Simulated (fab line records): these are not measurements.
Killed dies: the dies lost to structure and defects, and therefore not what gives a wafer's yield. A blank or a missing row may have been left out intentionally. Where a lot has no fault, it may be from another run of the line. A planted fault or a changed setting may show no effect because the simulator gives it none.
2 desks looking at one fault / flow nand harc / only its own numbers are on each desk; what lay behind them is given at the end

== THE DEFECT DESK ==
Inspection counts along the route, by lot: the mean over sampled wafers that carry a number. Any lot whose mean is over 4 standard deviations away from the usual mean is out of limits and marked OUT; that distance is given in the brackets.
Columns: A = raw defect count at NHARC_P_START_INSPECT_01, usual 3.2; B = raw defect count at NHARC_P_STI_INSPECT_11, usual 5.6
lot=L517; first seen here=day 1 12:02; A=1.3; B=3.0
lot=L518; first seen here=day 1 18:02; A=4.3; B=4.7
lot=L521; first seen here=day 2 12:02; A=3.0; B=2.7
lot=L523; first seen here=day 3 00:02; A=4.3; B=9.3
lot=L524; first seen here=day 3 06:02; A=3.3; B=4.7
lot=L525; first seen here=day 3 12:02; A=3.3; B=6.3
lot=L527; first seen here=day 4 00:02; A=4.3; B=7.0
lot=L534; first seen here=day 5 18:02; A=2.7; B=16.0
lot=L535; first seen here=day 6 00:02; A=4.7; B=5.3
lot=L536; first seen here=day 6 06:02; A=3.3; B=1.3
lot=L538; first seen here=day 6 18:02; A=3.7; B=5.7
lot=L539; first seen here=day 7 00:02; A=5.3; B=8.7
Result from this desk: across the 12 lots, nothing is out of limits.

== DESK OF THE TOOL OWNER: lpcvd-02 ==
The tool's own readings at NHARC_P_STI_HM_DEP_30 (deposits Si3N4, target thk 80 nm, time 873 s): means of the sampled wafers that have a number, for each lot that ran on this tool. Any lot whose mean is over 4 standard deviations away from the usual mean is out of limits and marked OUT; that distance is given in the brackets.
Columns: A = zone power bottom pct at NHARC_P_STI_HM_DEP_30, usual 21.9 %
lot=L517; first seen here=day 2 08:43; A=20.8
lot=L518; first seen here=day 2 12:47; A=22.8
lot=L534; first seen here=day 6 10:29; A=20.8
lot=L535; first seen here=day 6 21:22; A=22.9
lot=L536; first seen here=day 6 21:22; A=22.9
Result from this desk: across the 5 lots, nothing is out of limits.

== PUT TOGETHER ==
No out-of-limits result turned up at the defect desk.
The desk of the tool owner found nothing out of limits.

== WHAT WAS PUT IN BY THE SIMULATOR ==
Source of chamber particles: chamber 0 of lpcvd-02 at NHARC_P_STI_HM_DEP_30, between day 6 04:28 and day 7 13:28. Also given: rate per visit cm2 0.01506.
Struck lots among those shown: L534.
